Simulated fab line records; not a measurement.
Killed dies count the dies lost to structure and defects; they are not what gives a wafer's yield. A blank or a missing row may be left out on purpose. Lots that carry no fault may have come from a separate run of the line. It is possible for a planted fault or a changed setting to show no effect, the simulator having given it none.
Chamber matching | flow n5 finfet | N5_GATE_CUT_PECVD_57 on pecvd-01: 3 sister chambers
The step deposits SiNx from SiH4/NH3/N2, target thk 21 nm. 3 wafers are shown with their chamber, then 8 later ones without.

## WAFERS PAIRED WITH THEIR CHAMBERS
wafer  | chamber | showerhead plenum p Torr (Torr)
L084.1 | 0       | 5.25
L084.6 | 2       | 5.19
L087.2 | 1       | 5.12

## WAFERS WITH NO CHAMBER GIVEN
wafer  | showerhead plenum p Torr (Torr)
L087.3 | 5.19
L087.4 | 5.24
L088.3 | 5.12
L088.4 | 5.11
L088.5 | 5.23
L097.2 | 5.13
L097.5 | 5.26
L097.6 | 5.11

## EACH ONE'S CHAMBER
wafer  | from the rows above     | in truth
L087.3 | 2                       | 2
L087.4 | 0                       | 0
L088.3 | 1                       | 1
L088.4 | 1                       | 1
L088.5 | can't be placed: 0 or 2 | 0
L097.2 | 1                       | 1
L097.5 | 0                       | 0
L097.6 | 1                       | 1
7 of 8 placed correctly. Can't be placed from these rows: 1 (the true chamber is among the candidates in 1). Wrongly placed: 0.
How it was worked out, from the rows above alone: a wafer's distance from a chamber is the root of the sum, over the readings, of the square of ((its reading less the chamber's mean) divided by the reading's scatter). If the next closest chamber is less than 2 further off than the closest, the wafer can't be placed; otherwise it belongs to the closest. Each chamber's mean is taken over the wafers shown for it. The scatter: with one shown wafer a chamber, the root of the mean of the squares of how far each hidden wafer lies from its nearest shown one.
